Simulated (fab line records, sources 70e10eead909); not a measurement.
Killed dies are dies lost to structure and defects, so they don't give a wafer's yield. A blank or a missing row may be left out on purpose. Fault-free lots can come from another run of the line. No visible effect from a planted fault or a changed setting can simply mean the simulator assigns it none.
Matching of chambers -- flow nand harc -- 3 sister chambers for NHARC_P_M0_PRE_CLEAN_31 on pecvd-03
The step time 12 s. 24 wafers are shown with their chamber, then 12 later ones without.

WAFERS WITH THEIR CHAMBER
wafer,chamber,heater power w (W),rf fwd power W (W)
L074.1,0,589,292.5
L074.2,2,699,292.9
L074.3,1,709,293.0
L074.4,0,585,293.4
L074.5,1,710,292.8
L074.6,2,677,292.7
L075.1,0,518,291.4
L075.2,2,648,293.5
L075.5,0,504,291.8
L077.1,1,681,291.7
L077.2,0,576,292.8
L077.4,0,582,293.5
L080.2,0,587,292.1
L080.3,2,678,291.3
L080.5,1,663,293.2
L082.4,1,736,292.7
L082.5,2,639,293.7
L082.6,0,570,292.5
L089.1,1,637,292.5
L089.2,2,675,292.4
L089.4,2,681,291.7
L088.2,1,703,292.5
L088.4,0,564,292.0
L088.5,1,702,290.7

SIGNATURES (averages over the wafers above)
reading,chamber 0,chamber 1,chamber 2,scatter within a chamber
heater power w,563.89,692.62,671.00,28.5
rf fwd power W,292.444,292.387,292.600,0.796
Rule: distance of a wafer from a chamber = root of the sum over the readings of ((wafer's reading minus chamber's mean) / reading's scatter) squared. The wafer belongs to the nearest chamber; if the next one is less than 2 further off, it can't be placed. How the scatter is found: for the shown wafers, subtract from each reading the mean of its chamber, square and add these, divide the total by (wafers less chambers), then take the root.

WAFERS WITH NO CHAMBER GIVEN
wafer,heater power w (W),rf fwd power W (W)
L090.1,637,291.6
L090.3,688,293.1
L090.4,620,292.3
L092.2,676,292.3
L092.3,561,292.7
L092.5,732,292.6
L093.2,624,294.0
L093.3,686,293.6
L093.6,656,291.7
L097.1,756,293.5
L097.3,584,293.2
L097.5,585,292.6

WHICH CHAMBER EACH WENT THROUGH
wafer,from the rows above,in truth
L090.1,can't be placed: 2 or 1 or 0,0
L090.3,can't be placed: 2 or 1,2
L090.4,can't be placed: 2 or 0 or 1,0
L092.2,can't be placed: 2 or 1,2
L092.3,0,0
L092.5,can't be placed: 1 or 2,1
L093.2,can't be placed: 2 or 0 or 1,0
L093.3,can't be placed: 2 or 1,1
L093.6,can't be placed: 2 or 1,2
L097.1,can't be placed: 1 or 2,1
L097.3,can't be placed: 0 or 2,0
L097.5,0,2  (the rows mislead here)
1 of 12 placed correctly. Not placeable from these rows: 10 (in 10, the candidates include the true chamber). Wrongly placed: 1.
